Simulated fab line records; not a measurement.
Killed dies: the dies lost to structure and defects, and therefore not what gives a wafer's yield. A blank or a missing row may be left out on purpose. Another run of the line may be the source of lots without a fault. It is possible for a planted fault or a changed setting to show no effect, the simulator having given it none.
Which tool did it?	flow nand-harc	Sampling: 24 lots, 72 wafers, 3 of 1159 route steps

## WHAT EACH GAUGE READ, for each wafer
NHARC_P_CONTACT_CD_MEAS_12: the cd target is 90 nm.
lot	measured	on	cd-nm (nm)
L075	day 5 11:13	cd-sem-03	89.3 89.7 91.5
L074	day 5 13:07	cd-sem-01	91.9 91.2 91.1
L077	day 6 01:44	cd-sem-03	89.9 90.0 90.7
L076	day 6 02:59	cd-sem-03	90.0 90.8 90.2
L078	day 6 10:46	cd-sem-03	90.0 91.4 91.2
L079	day 7 03:56	cd-sem-02	89.0 90.4 90.6
L080	day 7 05:49	cd-sem-02	90.9 89.9 90.2
L082	day 7 17:02	cd-sem-01	89.4 91.0 90.7
L081	day 7 19:22	cd-sem-01	90.3 90.1 89.6
L083	day 7 22:22	cd-sem-01	90.3 91.8 90.5
L084	day 8 07:52	cd-sem-01	91.0 92.2 90.9
L085	day 8 20:46	cd-sem-02	90.7 90.2 89.7
L086	day 8 21:39	cd-sem-02	90.2 91.2 92.0
L087	day 8 22:50	cd-sem-02	89.1 90.5 90.3
L088	day 9 03:50	cd-sem-03	89.4 91.0 91.0
L089	day 9 12:50	cd-sem-01	91.7 92.4 90.5
L090	day 9 17:34	cd-sem-02	90.5 91.0 91.9
L091	day 9 18:37	cd-sem-01	90.9 90.7 91.3
L092	day 10 02:47	cd-sem-01	91.1 90.6 92.2
L093	day 10 04:23	cd-sem-03	89.7 90.3 90.3
L095	day 10 16:44	cd-sem-01	91.1 91.0 90.9
L094	day 10 18:03	cd-sem-01	89.9 91.0 90.0
L097	day 11 06:04	cd-sem-02	91.0 91.4 89.9
L096	day 11 08:43	cd-sem-03	91.0 91.1 91.0

NHARC_P_CONTACT_CD_MEAS_19.
lot	measured	on	cd-nm (nm)
L075	day 5 12:26	cd-sem-01	87.1 90.8 92.7
L074	day 5 14:26	cd-sem-03	94.0 93.4 92.8
L077	day 6 03:19	cd-sem-03	87.9 86.7 88.7
L076	day 6 04:03	cd-sem-03	85.9 92.4 91.4
L078	day 6 11:49	cd-sem-03	89.9 90.4 89.8
L079	day 7 05:08	cd-sem-01	88.5 86.6 89.8
L080	day 7 06:53	cd-sem-01	92.3 90.5 93.0
L082	day 7 18:06	cd-sem-02	89.3 87.4 90.9
L081	day 7 20:26	cd-sem-01	90.6 88.6 87.7
L083	day 7 23:25	cd-sem-03	89.7 90.7 90.0
L084	day 8 08:56	cd-sem-01	92.2 90.1 91.4
L085	day 8 21:50	cd-sem-03	90.5 90.8 89.0
L086	day 8 22:43	cd-sem-03	89.1 90.2 91.0
L087	day 8 23:53	cd-sem-01	87.4 88.4 91.1
L088	day 9 04:56	cd-sem-02	86.1 89.6 90.2
L089	day 9 13:54	cd-sem-01	96.8 94.1 92.8
L090	day 9 18:37	cd-sem-03	90.8 91.8 93.0
L091	day 9 19:49	cd-sem-01	88.7 90.1 91.5
L092	day 10 03:54	cd-sem-01	93.6 88.4 94.5
L093	day 10 05:26	cd-sem-03	88.4 90.4 90.3
L095	day 10 17:58	cd-sem-02	92.4 92.6 92.0
L094	day 10 19:29	cd-sem-01	87.9 92.5 91.5
L097	day 11 07:08	cd-sem-03	89.4 90.5 88.3
L096	day 11 09:47	cd-sem-03	90.6 92.0 92.3

## TOOL THAT RAN EACH LOT (tool first, then ch and the chambers of the sampled wafers, then the start)
lot	NHARC_P_CONTACT_DEP_00
L075	pecvd-04 ch 0,1,2, day 5 11:13 or earlier
L074	pecvd-04 ch 0,1,2, day 5 13:07 or earlier
L077	pecvd-01 ch 0,1,2, day 6 01:44 or earlier
L076	pecvd-04 ch 0,1,2, day 6 02:59 or earlier
L078	pecvd-01 ch 0,1,2, day 6 10:46 or earlier
L079	pecvd-01 ch 0,1,2, day 7 03:56 or earlier
L080	pecvd-04 ch 0,1,2, day 7 05:49 or earlier
L082	pecvd-01 ch 0,1,2, day 7 17:02 or earlier
L081	pecvd-01 ch 1,2, day 7 19:22 or earlier
L083	pecvd-03 ch 0,2, day 7 20:59
L084	pecvd-03 ch 0,1,2, day 8 07:52 or earlier
L085	pecvd-01 ch 1,2, day 8 19:30
L086	pecvd-04 ch 1,2, day 8 21:39 or earlier
L087	pecvd-01 ch 1,2, day 8 21:35
L088	pecvd-01 ch 1,2, day 9 02:28
L089	pecvd-01 ch 0,1, day 9 12:50 or earlier
L090	pecvd-03 ch 0,1,2, day 9 17:34 or earlier
L091	pecvd-03 ch 0,1,2, day 9 18:37 or earlier
L092	pecvd-03 ch 0,1,2, day 10 02:47 or earlier
L093	pecvd-04 ch 0,2, day 10 04:23 or earlier
L095	pecvd-01 ch 0,1, day 10 16:44 or earlier
L094	pecvd-04 ch 0,1,2, day 10 18:03 or earlier
L097	pecvd-03 ch 0,1,2, day 11 06:04 or earlier
L096	pecvd-03 ch 0,2, day 11 08:43 or earlier
- NHARC_P_CONTACT_DEP_00: deposits SiO2, target thk 500 nm.

## WHAT THE TOOLS THEMSELVES READ (means of the sampled wafers that have a number; where no wafer has one, the mark that the record gives instead)
NHARC_P_CONTACT_DEP_00.
lot	tool	heater-power-outer-w (W)	heater-power-w (W)	throttle-valve-pct (%)
L075	pecvd-04	304	541	15.9
L074	pecvd-04	308	552	16.0
L077	pecvd-01	405	678	16.1
L076	pecvd-04	287	512	15.8
L078	pecvd-01	353	601	16.1
L079	pecvd-01	421	701	16.0
L080	pecvd-04	287	510	16.0
L082	pecvd-01	388	660	16.1
L081	pecvd-01	422	661	16.6
L083	pecvd-03	317	539	15.4
L084	pecvd-03	366	642	15.4
L085	pecvd-01	421	666	16.5
L086	pecvd-04	333	601	15.4
L087	pecvd-01	388	626	16.2
L088	pecvd-01	422	672	16.3
L089	pecvd-01	375	653	16.1
L090	pecvd-03	354	618	15.5
L091	pecvd-03	324	593	15.4
L092	pecvd-03	331	590	15.6
L093	pecvd-04	248	462	15.9
L095	pecvd-01	393	710	15.9
L094	pecvd-04	261	485	15.8
L097	pecvd-03	341	603	15.5
L096	pecvd-03	317	562	15.6

## THE ANSWER, worked out from the rows above alone
Rule: the lots themselves supply what counts as usual. Put in order of their means at a reading, lots are off if they are a third of the lots or fewer, leave a main group of 4 or more, and stand apart from it by a gap of 3 or more times the standard deviation of the main group's means; of several such gaps the widest counts. A main group whose means are all the same, to the digits that the tables above print for the reading, isn't used. Also off: a lot with no number at a reading for which 4 or more lots have one. The other lots that the step has rows for count as sound. First the gauges in route order, then the tools' own readings, where a lot's mean is used as printed above. The first step at which some lot is off is used, and at that step the reading that is off furthest; a lot without a number counts as furthest.
No lot is off on any of the readings shown, so nothing can be concluded from this.

## WHAT WAS PUT IN BY THE SIMULATOR
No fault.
